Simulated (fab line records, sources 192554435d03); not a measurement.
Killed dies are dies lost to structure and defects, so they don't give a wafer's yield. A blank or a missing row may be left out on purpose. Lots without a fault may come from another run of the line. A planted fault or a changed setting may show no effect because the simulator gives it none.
Which tool did it? | flow n5_finfet | 10 lots, 29 wafers sampled, at 4 steps of a route of 1938

WHAT THE GAUGES READ, wafer by wafer
N5_MIM_BOT_LITHO_CD_MEAS_08: target cd 3000 nm.
lot  | measured     | on        | cd_nm (nm)
L589 | day 10 22:55 | cd_sem-02 | 3003.8 3003.7 3006.3
L590 | day 11 22:05 | cd_sem-01 | 3002.0 3000.2 3001.7
L592 | day 11 22:07 | cd_sem-03 | 3003.4 3000.5 3001.7
L591 | day 12 03:34 | cd_sem-03 | 3000.8 3001.7 3005.5
L599 | day 14 06:01 | cd_sem-03 | 2996.4 2997.3 2993.6
L601 | day 15 02:49 | cd_sem-03 | 2993.7 2992.4 2994.7
L602 | day 15 06:22 | cd_sem-02 | 3001.6 2999.9 3004.3
L609 | day 16 09:31 | cd_sem-01 | 3002.2 3000.1 3000.5
L606 | day 16 17:26 | cd_sem-03 | 2997.8 3001.8 3000.2
L610 | day 17 05:23 | cd_sem-02 | 2997.4 2997.0

WHICH TOOL RAN EACH LOT (tool, then ch and the chambers of the sampled wafers, then the start)
lot  | N5_MIM_TOP_ALD_02                           | N5_MIM_TOP_DEGAS_04          | N5_MIM_BOT_LITHO_EXPOSE_05
L589 | ald_hk-03 ch 1,2,3, day 10 21:44 or earlier | pvd_sputter-03, day 10 21:44 | krf_scanner-01 ch 0, day 10 22:44
L590 | ald_hk-02 ch 0,1,3, day 11 20:19 or earlier | pvd_sputter-03, day 11 20:19 | krf_scanner-02 ch 0, day 11 21:55
L592 | ald_hk-01 ch 1,2,3, day 11 20:34 or earlier | pvd_sputter-03, day 11 20:34 | krf_scanner-02 ch 0, day 11 21:56
L591 | ald_hk-03 ch 0,2,3, day 12 01:32 or earlier | pvd_sputter-01, day 12 01:32 | krf_scanner-01 ch 0, day 12 03:23
L599 | ald_hk-03 ch 0,1,3, day 14 04:38 or earlier | pvd_sputter-02, day 14 04:38 | krf_scanner-02 ch 0, day 14 05:51
L601 | ald_hk-02 ch 0,1,3, day 15 01:16 or earlier | pvd_sputter-01, day 15 01:16 | krf_scanner-02 ch 0, day 15 02:38
L602 | ald_hk-01 ch 1,3, day 15 04:54 or earlier   | pvd_sputter-01, day 15 04:54 | krf_scanner-01 ch 0, day 15 06:12
L609 | ald_hk-02 ch 0,2,3, day 16 08:12 or earlier | pvd_sputter-03, day 16 08:12 | krf_scanner-01 ch 0, day 16 09:20
L606 | ald_hk-01 ch 0,2,3, day 16 16:08 or earlier | pvd_sputter-02, day 16 16:08 | krf_scanner-01 ch 0, day 16 17:16
L610 | ald_hk-02 ch 1,3, day 17 04:04 or earlier   | pvd_sputter-03, day 17 04:04 | krf_scanner-01 ch 0, day 17 05:13
- N5_MIM_TOP_ALD_02: deposits Al2O3, purge time 3 s, co reactant pulse time 3 s.
- N5_MIM_TOP_DEGAS_04: time 60 s.
- N5_MIM_BOT_LITHO_EXPOSE_05: exposes mask MIM BOT.

THE ANSWER, worked out from the rows above alone
Rule: what is usual is taken from the lots themselves. Put in order of their means at a reading, lots are off if they are a third of the lots or fewer, leave a main group of 4 or more, and stand apart from it by a gap of 3 or more times the standard deviation of the main group's means; of several such gaps the widest counts. A main group whose means are all the same, to the digits that the tables above print for the reading, isn't used. A lot without any number at a reading at which 4 lots or more have one is off too. The other lots that the step has rows for count as sound.
No lot is off at any reading shown: from this, nothing can be told.

WHAT THE SIMULATOR HAD PUT IN
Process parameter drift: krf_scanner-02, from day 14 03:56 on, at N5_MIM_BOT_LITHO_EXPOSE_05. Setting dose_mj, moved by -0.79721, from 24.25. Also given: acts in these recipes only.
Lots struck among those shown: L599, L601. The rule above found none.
